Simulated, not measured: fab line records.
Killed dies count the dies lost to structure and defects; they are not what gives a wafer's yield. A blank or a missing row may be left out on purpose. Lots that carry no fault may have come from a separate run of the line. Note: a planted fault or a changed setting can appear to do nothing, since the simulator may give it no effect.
Chamber matching | flow n5 finfet | ald metal-01 running N5_BEOL_M11_ALD_74: 4 sister chambers
The step deposits TaN, target thk 2 nm, pulse time 2 s, purge time 3 s. 8 wafers are shown with their chamber, then 12 later ones without.

== WAFERS, EACH WITH ITS CHAMBER ==
wafer  | chamber | heater power w (W) | chamber pressure Torr (Torr)
L086.1 | 1       | 368                | 3.011
L090.2 | 3       | 442                | 3.013
L090.4 | 2       | 421                | 3.005
L090.5 | 1       | 382                | 2.993
L091.4 | 2       | 415                | 2.999
L092.1 | 3       | 438                | 3.007
L092.4 | 0       | 426                | 2.992
L092.5 | 0       | 441                | 3.002

== WAFERS WITHOUT THEIR CHAMBER ==
wafer  | heater power w (W) | chamber pressure Torr (Torr)
L094.1 | 437                | 2.998
L094.2 | 373                | 2.995
L094.5 | 409                | 3.008
L096.1 | 437                | 3.000
L096.4 | 418                | 3.005
L096.5 | 427                | 3.008
L093.3 | 383                | 2.995
L093.4 | 445                | 3.009
L093.5 | 419                | 2.998
L097.2 | 423                | 3.012
L097.3 | 380                | 3.000
L097.4 | 408                | 3.005

== CHAMBER TAKEN BY EACH ==
wafer  | from the rows above          | in truth
L094.1 | can't be placed: 0 or 3      | 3
L094.2 | 1                            | 1
L094.5 | 2                            | 2
L096.1 | can't be placed: 0 or 3 or 2 | 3
L096.4 | can't be placed: 2 or 0      | 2
L096.5 | can't be placed: 2 or 0 or 3 | 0
L093.3 | 1                            | 1
L093.4 | can't be placed: 3 or 0      | 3
L093.5 | can't be placed: 2 or 0      | 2
L097.2 | can't be placed: 2 or 3 or 0 | 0
L097.3 | 1                            | 1
L097.4 | 2                            | 2
Placed correctly: 5 of 12. From these rows, 7 cannot be placed; in 7 the true chamber is one of the candidates. Number placed wrongly: 0.
How it was worked out, from the rows above alone: a wafer's distance from a chamber is the root of the sum, over the readings, of the square of ((its reading less the chamber's mean) divided by the reading's scatter). If the next closest chamber is less than 2 further off than the closest, the wafer can't be placed; otherwise it belongs to the closest. A chamber's mean is the mean of its shown wafers. The scatter: the root of (the sum of the squares of (reading less its chamber's mean) over the shown wafers, divided by (wafers less chambers)).
